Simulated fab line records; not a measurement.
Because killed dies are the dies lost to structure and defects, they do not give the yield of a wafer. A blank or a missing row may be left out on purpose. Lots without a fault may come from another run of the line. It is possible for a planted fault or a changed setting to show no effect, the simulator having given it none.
fab line records | flow n5Finfet
[record] lots = 4 wafers = 12 lastDay = 16
route steps=1938 shown BEOL_M4@1099 BEOL_M5@1112 BEOL_M12@1602 PASSIVATION@1936
lots that met no fault: taken from a fault-free run of the same line
startH: the number of hours between the record's first day and the start of the first shown wafer of the lot | waitH: hours from the lot's prior step to this one | " as in the row above | L1.1+2: several wafers, shown together as one row | - value missing, or start not given | * or withheld: withheld | < > ~ a bound
route shown NAME@n: names a module that has steps shown in the file, with the first one's number in the route | usual: mean/standard deviation taken from wafers without a fault | same: alike in all rows | chamber/n: place in a boat | sites: readings site by site | _std_site: standard deviation across them | _edge_site: the outer-site mean with the inner-site mean subtracted | radiusMm: how far each site lies from the wafer's centre | mask NAME#n: copy n | behind: the last tool/chamber to shape the wafer | hold: reason for holding the lot/hours on hold/outcome of the hold | device: the n, p or np transistor that did not switch | end of line: at the end of the route, the tests of the same wafers | a step with no rows: only its recipe | killed: the dies lost at the first sort to structure and to defects; this is not the yield of the wafer | map: a wafer's dies, marking killed ones x, the rest . and places with no die _
set.NAME: the setting the step ran with; set.NAME@STEP: the setting that earlier step ran with | model.NAME: the simulator's own value behind a step, which no gauge read
certain route steps with their lots: each step a table, each wafer a row
services: the hour from which a tool's chamber was out of use, counted from the record's first day as startH (under 0 if before that day), plus the number of hours and why
[[steps]]
[step N5_BEOL_M4_ANNEAL_95]
[recipe] tempC = 400 timeS = 240 ambient = vacuum
[step N5_BEOL_M4_SPUTTER_96]
[recipe] material = Cu targetThkA = 45 tempC = -20 chamberPressurePa = 0.07 powerW = withheld timeS = 8.29
[step N5_BEOL_M4_ECD_50]
[recipe] material = Cu targetThkA = 3000
[step N5_BEOL_M4_ANNEAL_51]
[recipe] tempC = 225 timeS = 90 ambient = N2
[step N5_BEOL_M4_CMP_52]
[recipe] stopOn = SiOC tOverpolishS = 6.8 downForcePsi = 1 platenRpm = 50 clearingPlatenDownForcePsi = 1.5 clearingPlatenRpm = 50 postCmpClean = cuAlkaline targetThkNm = 40 clearingPlatenPadVelocityMS = 0.99484 padVelocityMS = 0.99484
[step N5_BEOL_M4_PRE_CLEAN_60]
[recipe] gas = NH3/H2 timeS = 15 tempC = * rfPowerW = 300
[step N5_BEOL_M4_CO_CAP_55]
[recipe] material = Co targetThkA = 20 tempC = 200 precursor = CCTBA/H2 pressureTorr = 30 timeS = 102.1
[step N5_BEOL_M4_PRE_CLEAN_56]
[recipe] gas = NH3 timeS = 15 tempC = withheld rfPowerW = 300
[step N5_BEOL_M4_DEP_57]
[recipe] material = SiCN targetThkA = 80 tempC = withheld precursor = 3MS/NH3 pressureTorr = 3 rfW = 202 timeS = 14
[step N5_BEOL_M4_RC_MEAS_101]
[usual] DIBL_N = 36.8/1.5 DIBL_P = 37.1/2.1 IOFF_N = 0.168/0.03 IOFF_P = 0.22/0.034 ION_N = 679/12 ION_P = 466/8 SS_N = 71.7/0.58 SS_P = 73.5/0.67 VT_N = 248.8/2.7 VT_P = -250/3.3
// columns lot.wafer tool chamber startH waitH DIBL_N[mV/V] DIBL_P[mV/V] IOFF_N[nA/um] IOFF_P[nA/um] ION_N[uA/um] ION_P[uA/um] SS_N[mV/dec] SS_P[mV/dec] VT_N[mV] VT_P[mV]
L722.4 prober-02 0 216.58 0.5 36.7 38.2 0.169 0.20 673 459 71.4 73.1 248.1 -253
L722.5 " 0 " " 37.8 39.3 0.189 0.22 680 461 71.5 74.2 245.8 -251
L722.6 " 0 " " 37.0 37.7 0.177 0.21 681 458 71.6 73.9 248.0 -252
L726.1 prober-02 0 246.51 0.0 36.5 35.4 0.151 0.23 669 462 72.3 74.0 251.1 -251
L726.2 " 0 " " 35.9 33.7 0.133 0.20 658 460 71.4 73.4 252.0 -249
L726.5 " 0 " " 35.8 34.1 0.135 0.20 660 457 71.8 73.0 253.2 -251
L728.1 prober-01 0 262.82 0.0 36.1 35.5 0.140 0.20 663 459 71.2 73.2 250.6 -250
L728.3 " 0 " " 35.8 35.5 0.140 0.21 675 469 71.7 72.7 247.9 -251
L728.4 " 0 " " 36.9 37.7 0.172 0.24 698 472 71.3 73.8 246.5 -249
L731.2 prober-01 0 275.85 0.2 36.1 37.2 0.151 0.21 676 466 72.6 73.5 248.1 -250
L731.5 " 0 " " 36.1 38.0 0.150 0.22 677 468 71.6 73.7 248.9 -249
L731.6 " 0 " " 35.6 36.2 0.142 0.19 675 464 71.1 73.2 249.6 -252
[step N5_BEOL_M5_ILD_DEP_00]
[recipe] material = SiCOH_lowk targetThkA = 1406.4 tempC = 300 precursor = DEMS/porogen pressureTorr = 5 rfW = 500 timeS = 25.9
[step N5_BEOL_M5_CURE_79]
[recipe] tempC = 385 timeS = 240 ambient = He/Ar material = SiCOH_lowk
[step N5_BEOL_M5_PECVD_70]
[recipe] material = SiO2 targetThkA = 160 tempC = 400 precursor = TEOS/O2 pressureTorr = 5.5 rfW = 450 teosFlowSccm = 53.8 gas = O2 flowSccm = 3000 timeS = 18
[step N5_BEOL_M5_HM_DEP_02]
[recipe] material = TiN targetThkA = 200 tempC = 25 chamberPressurePa = 0.49996
[step N5_BEOL_M5_COAT_59]
[recipe] resist = SOC tempC = 250 timeS = 60 spinRpm = 1500 resistThkNm = 60
[step N5_BEOL_M5_COAT_60]
[recipe] resist = SiARC tempC = 220 timeS = 60 spinRpm = 1500 resistThkNm = 12
[step N5_BEOL_M5_COAT_71]
[recipe] resist = underlayer tempC = 205 timeS = 60 spinRpm = 1500 resistThkNm = 5
[step N5_BEOL_M5_COAT_05]
[recipe] resist = CAR-EUV spinRpm = 1500 resistThkNm = 30
[step N5_BEOL_M5_EBR_07]
[recipe] solvent = PGMEA ebrWidthMm = 1.5
[step N5_BEOL_M5_SOFTBAKE_06]
[recipe] tempC = 110 timeS = 60 resist = CAR-EUV
[step N5_BEOL_M5_EXPOSE_08]
[recipe] maskId = M5 na = 0.33 sourceShape = annular sigmaInner = 0.4 sigmaOuter = 0.8 polarization = unpolarized targetCdNm = 28 doseMj = 35.75
[step N5_BEOL_M5_PEB_09]
[recipe] pebTempC = 100 pebTimeS = 60 resist = CAR-EUV
[step N5_BEOL_M5_DEVELOP_10]
[recipe] developTimeS = 30 developer = TMAH resist = CAR-EUV rinseLiquid = surfactantRinse dry = airSpin devTempC = 23
[step N5_BEOL_M5_DESCUM_16]
[recipe] chemistry = O2 timeS = 7 sourcePowerW = 50 biasPowerW = 20 pressureMtorr = 20 rfFrequencyHz = 2.712e+07 tempC = 40 resist = CAR-EUV o2FlowSccm = 225
[step N5_BEOL_M5_ETCH_72]
[recipe] chemistry = N2/H2 target = underlayer targetDepthA = 65 maskMaterial = CAR-EUV timeS = 5.2 ionEnergyEv = 200 pressureMtorr = 30 sourceW = 840 biasW = 150 n2FlowSccm = 200 h2FlowSccm = 200 ends = cleared
[step N5_BEOL_M5_ETCH_61]
[recipe] chemistry = CF4 target = SiARC targetDepthA = 156 maskMaterial = CAR-EUV timeS = 26 ionEnergyEv = 80 pressureMtorr = 40 sourceW = 545 biasW = 36 Ar_flow_sccm = 100 cf4FlowSccm = 100 ends = cleared
[step N5_BEOL_M5_ETCH_62]
[recipe] chemistry = N2/H2 target = SOC targetDepthA = 750 overetchA = 150 maskMaterial = SiARC tempC = 40 timeS = 112.5 ionEnergyEv = 200 pressureMtorr = 30 sourceW = 840 biasW = 150 n2FlowSccm = 200 h2FlowSccm = 200
[step N5_BEOL_M5_STRIP_63]
[recipe] chemistry = N2/H2 tempC = 40 n2FlowSccm = 200 h2FlowSccm = 200 rfFrequencyHz = 6e+07
[step N5_BEOL_M5_STRIP_73]
[recipe] chemistry = N2/H2 tempC = 40 n2FlowSccm = 200 h2FlowSccm = 200 rfFrequencyHz = 6e+07
[step N5_BEOL_M5_STRIP_64]
[recipe] chemistry = CF4 resist = SiARC powerW = 300 biasPowerW = 75 pressureMtorr = 50 cf4FlowSccm = 150 rfFrequencyHz = 6e+07
[step N5_BEOL_M5_HM_OPEN_17]
[recipe] chemistry = Cl2/BCl3 targetDepthA = 200 overetchA = 60 target = TiN maskMaterial = SOC ionEnergyEv = 150 pressureMtorr = 10 icpW = 1000 biasW = 126 Cl2_flow_sccm = 53.25 bcl3FlowSccm = 21.75 Ar_flow_sccm = 25
[step N5_BEOL_M5_STRIP_19]
[recipe] chemistry = O2 powerW = 400 tempC = 40 pressureMtorr = 30 rfFrequencyHz = 6e+07 biasPowerW = 0 overashFraction = 0.2 o2FlowSccm = 225
[step N5_BEOL_M5_COAT_65]
[recipe] resist = SOC tempC = 250 timeS = 60 spinRpm = 1500 resistThkNm = 60
[step N5_BEOL_M5_COAT_66]
[recipe] resist = SiARC tempC = 220 timeS = 60 spinRpm = 1500 resistThkNm = 12
[step N5_BEOL_M12_ILD_DEP_00]
[recipe] material = SiOC targetThkA = 6589.2 tempC = 350 precursor = DEMS/O2 pressureTorr = 5 rfW = 500 timeS = 130.7
[usual] heaterPowerW = 486/50 showerheadPlenumPTorr = 5.697/0.013 throttleValvePct = 12.3/0.58
// columns lot.wafer tool chamber startH waitH heaterPowerW showerheadPlenumPTorr throttleValvePct
L722.4 pecvd-01 1 277.13 0.1 528 5.692 13.2
L722.5 " 2 " " 507 5.679 11.1
L722.6 " 1 " " 433 5.686 13.0
L726.1 pecvd-01 2 312.35 0.0 476 5.687 10.8
L726.2 " 1 " " 452 5.686 13.0
L726.5 " 0 " " 451 5.693 11.9
L728.1 pecvd-03 1 331.31 0.0 476 5.703 12.6
L728.3 " 2 " " 452 5.696 12.1
L728.4 " 2 " " 471 5.689 11.9
L731.2 pecvd-01 2 344.73 0.0 504 5.676 10.9
L731.5 " 2 " " 506 5.681 11.1
L731.6 " 0 " " 458 5.680 12.2
[step N5_BEOL_M12_THK_MEAS_01]
[recipe] reads = SiOC_of_BEOL_M12_ILD_DEP_00
[usual] M12_ILD_THK = 659/9.1
// columns lot.wafer tool chamber startH waitH M12_ILD_THK[nm]
L722.4 filmMetro-01 - 277.26 0.1 671
L722.5 " - " " 666
L722.6 " - " " 675
L726.1 filmMetro-02 - 312.49 0.1 570
L726.2 " - " " 584
L726.5 " - " " 571
L728.1 filmMetro-01 - 331.44 0.1 637
L728.3 " - " " 650
L728.4 " - " " 657
L731.2 filmMetro-01 - 344.86 0.1 582
L731.5 " - " " 585
L731.6 " - " " 578
[step N5_BEOL_M12_OCD_MEAS_35]
[usual] trenchDepthNm = 321/4.7
// columns lot.wafer tool chamber startH waitH trenchDepthNm
L722.4 ocd-02 - 279.48 0.0 317
L722.5 " - " " 314
L722.6 " - " " 320
L726.1 ocd-02 - 314.32 0.0 309
L726.2 " - " " 309
L726.5 " - " " 308
L728.1 ocd-01 - 333.48 0.0 316
L728.3 " - " " 318
L728.4 " - " " 314
L731.2 ocd-01 - 347.24 0.0 306
L731.5 " - " " 307
L731.6 " - " " 307
[step N5_PASSIVATION_PROBE_49]
[usual] defectLimitedYield = 91.0/1.5 killed_at_M0_to_M3 = 34/11 killed_at_M4_up = 14/5.3 killedAtContacts = 13/7 killedAtFrontEnd = 41/13 killedAtOther = 4/3.1 killedDies = 106/17 killedOnRim = 14/3.9 killedOpen = 70/12 killedShort = 35/8 sort_bin_5_function = 5.2/0.98 sort_bin_6_memory = 3.4/0.69 sortNPass = 1074/17 sortYieldPct = 91.0/1.5
[same] grossDies = 1180 killedAtBackSide = 0 sort_bin_4_leakage[%] = 0 sort_bin_8_speed[%] = 0
// columns lot.wafer tool chamber startH waitH defectLimitedYield[%] killed_at_M0_to_M3 killed_at_M4_up killedAtContacts killedAtFrontEnd killedAtOther killedDies killedOnRim killedOpen killedShort sort_bin_5_function[%] sort_bin_6_memory[%] sortNPass sortYieldPct[%]
L722.4 prober-01 - 318.06 0.2 88.1 43 5 13 76 4 141 23 101 35 6.5 4.5 1039 88.1
L722.5 prober-01 - 318.11 0.2 91.1 45 9 6 44 1 105 13 69 34 5.0 3.5 1075 91.1
L722.6 prober-01 - 318.16 0.3 89.6 43 9 9 59 3 123 20 81 42 6.4 3.3 1057 89.6
L726.1 prober-02 - 348.97 0.0 86.5 60 43 19 37 0 159 15 87 39 9.1 4.1 1021 86.5
L726.2 prober-02 - 349.02 0.1 91.0 30 20 11 40 5 106 21 69 23 4.9 3.4 1074 91.0
L726.5 prober-02 - 349.17 0.2 85.8 37 93 18 13 6 167 17 63 25 10.8 3.0 1013 85.8
L731.2 prober-02 - 381.02 0.1 88.3 27 53 27 27 4 138 10 68 27 8.6 2.8 1042 88.3
L731.5 prober-02 - 381.17 0.2 91.0 22 16 21 44 3 106 11 65 34 5.2 3.5 1074 91.0
L731.6 prober-02 - 381.22 0.3 88.1 26 56 22 34 3 141 5 61 33 9.0 2.5 1039 88.1
// killed by level:class
L722.4 FIN_SAQP:geometricParticle:open=23 STI_FIN_REVEAL:geometricParticle:open=16 BEOL_M0_SAQP:geometricParticle:short=13 BEOL_M0_SAQP:geometricParticle:open=11 MOL_CONTACT_COAG:geometricParticle:open=11 FIN_SAQP:geometricParticle:short=7 BEOL_M2:geometricParticle:open=7 DUMMY_GATE:geometricParticle:open=6
L722.5 FIN_SAQP:geometricParticle:open=15 BEOL_M0_SAQP:geometricParticle:open=13 BEOL_M0_SAQP:geometricParticle:short=11 BEOL_M2:geometricParticle:short=8 BEOL_M2:geometricParticle:open=8 STI_FIN_REVEAL:geometricParticle:open=5 DUMMY_GATE:geometricParticle:open=4 MOL_CONTACT_COAG:geometricParticle:open=4
L722.6 STI_FIN_REVEAL:geometricParticle:open=13 BEOL_M0_SAQP:geometricParticle:open=10 BEOL_M0_SAQP:geometricParticle:short=10 FIN_SAQP:geometricParticle:short=9 FIN_SAQP:geometricParticle:open=7 DUMMY_GATE:geometricParticle:open=7 GATE_CUT:geometricParticle:open=7 MOL_CONTACT_COAG:geometricParticle:open=7
L726.1 BEOL_M12:areaEtch=32 MOL_CONTACT_COAG:geometricParticle:open=17 BEOL_M0_SAQP:geometricParticle:short=17 STI_FIN_REVEAL:geometricParticle:open=14 BEOL_M3:geometricParticle:open=14 BEOL_M0_SAQP:geometricParticle:open=9 BEOL_M4:geometricParticle:open=7 BEOL_M0:geometricParticle:open=6
L726.2 STI_FIN_REVEAL:geometricParticle:open=15 BEOL_M3:geometricParticle:open=11 MOL_CONTACT_COAG:geometricParticle:open=9 BEOL_M12:areaEtch=9 BEOL_M4:geometricParticle:open=8 GATE_CUT:geometricParticle:short=4 BEOL_M0_SAQP:geometricParticle:open=4 BEOL_M3:geometricParticle:short=4
L726.5 BEOL_M12:areaEtch=79 MOL_CONTACT_COAG:geometricParticle:open=18 BEOL_M0_SAQP:geometricParticle:open=13 BEOL_M0_SAQP:geometricParticle:short=7 BEOL_M1:geometricParticle:short=6 DUMMY_GATE:geometricParticle:open=4 BEOL_M4:geometricParticle:open=4 STARTING-WAFER:geometricParticle:short=4
L731.2 BEOL_M12:areaEtch=43 MOL_CONTACT_COAG:geometricParticle:open=22 BEOL_M0_SAQP:geometricParticle:open=9 FIN_SAQP:geometricParticle:short=7 FIN_SAQP:geometricParticle:open=7 BEOL_M1:geometricParticle:open=7 BEOL_M4:geometricParticle:open=7 MOL_CONTACT_COAG:geometricParticle:short=5
L731.5 MOL_CONTACT_COAG:geometricParticle:open=15 FIN_SAQP:geometricParticle:open=12 STI_FIN_REVEAL:geometricParticle:open=12 BEOL_M0_SAQP:geometricParticle:short=7 BEOL_M12:areaEtch=7 BEOL_M4:geometricParticle:open=6 MOL_CONTACT_COAG:geometricParticle:short=6 BEOL_M1:geometricParticle:open=5
L731.6 BEOL_M12:areaEtch=47 MOL_CONTACT_COAG:geometricParticle:open=18 FIN_SAQP:geometricParticle:open=9 BEOL_M1:geometricParticle:open=8 FIN_SAQP:geometricParticle:short=6 BEOL_M0_SAQP:geometricParticle:short=6 STARTING-WAFER:geometricParticle:open=6 MOL_CONTACT_COAG:geometricParticle:short=4
// map L726.5 (x killed, . not)
_________________......x.....________________
______________x..xx............._____________
___________........x..........xx...__________
__________............x............._________
________................x.x....x......_______
_______........x.....xx.xx.......x.x..x______
______.......................x......x..._____
_____.............................xx.....____
____...............x.........x............___
___.x................x....xxxx.............__
___........x...x.x.x.............x.........__
__.x......x...x..x....xx...................._
__.....x.....x..x...x....x.................x_
_.............x..........x..............xx...
_.....xx.............x............x...x......
_.................x....xx..............x.....
_...xx............x..x....x..x...........x...
_....x.......x...xxx.x...xxx....x..x.x.....x.
_........x....x..xxx.x..x.....xx.............
_...x........x....xx..x.......x..........x.x.
_.x............xxxxxxxx...x..........x......x
__..x..........x.xxxx.x....x........x......._
__x...........xxxxxxxxx...x................._
___...........xxxx..xx.x.xx................__
___.xx.........xx.xxxx..........x.....x..x.__
____........x..x.....x...x................___
_____...........x.x.x....x...............____
______....x.........................x..._____
_______.....................x..........______
________..................x..........._______
__________.x................x......._________
___________....................x...__________
______________..x..............x_____________
_________________............________________
// map L731.6 (x killed, . not)
_________________............________________
______________......x..........._____________
___________........................__________
__________.........................._________
________....x........................._______
_______.........xx.....................______
______................x.x..x......x....._____
_____.............x.................x....____
____...................................x..___
___..........x.................xx..........__
___.x..............................x.....x.__
__......x................................x.._
__.x......xx.x....xx.........xx.x...x...x..._
_.x......x.......x....x.......xx.........x...
_...x.......x...........x.....xxx............
_.x...x.......x.......x....xx.xxx.x..........
_x.........................x..x...x..........
_..........x.............xxx.x.x.x...........
_....x....x.x...x....x....xxxxxx.xx..xx..x...
_..........x...............xxxxxxxx..........
_....xx..................x.xxxxxx............
__.......x.....................xxx.........._
__............x..x............xxxx.........._
___....x......x.x.x..........x..........x..__
___.x.........xx.x..x............x.x...xx..__
____............x...........xx............___
_____.....x.......x......................____
______......x................x.........x_____
_______.........x......x...............______
________.....x.......x................_______
__________....x............x........_________
___________............x...........__________
______________...........xx...x._____________
_________________............________________
[[services]]
// columns tool chamber startH hours kind
pecvd-01 0 275.08 15.7 repair
pecvd-01 0 291.87 11.2 repair
pecvd-03 - 343.35 14.6 pm
[[key]]
[firstSign] step = N5_BEOL_M12_THK_MEAS_01 reading = M12_ILD_THK direction = down sigmas = 8.9 usual = 659 struck = 578
[effect] step = N5_BEOL_M12_OCD_MEAS_35 reading = trenchDepthNm direction = down sigmas = 2.9 usual = 321 struck = 308
[effect] step = N5_PASSIVATION_PROBE_49 reading = killed_at_M4_up direction = up sigmas = 6.3 usual = 14 struck = 47 wafersMoved = 4
metAt N5_BEOL_M12_ILD_DEP_00
struckWafers L726.1,L726.2,L726.5,L731.2,L731.5,L731.6
onsetBetween 277.13 312.35
[fault] kind = siteProfileDrift tool = pecvd-01 chamber = - onsetH = 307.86 steps = N5_BEOL_M12_ILD_DEP_00 basis = fraction maxAbsDrift = 0.27615 slopeSharePerHr = 61.366 sitePattern = 0,0,0,0,0,-1,-1,-1,-1
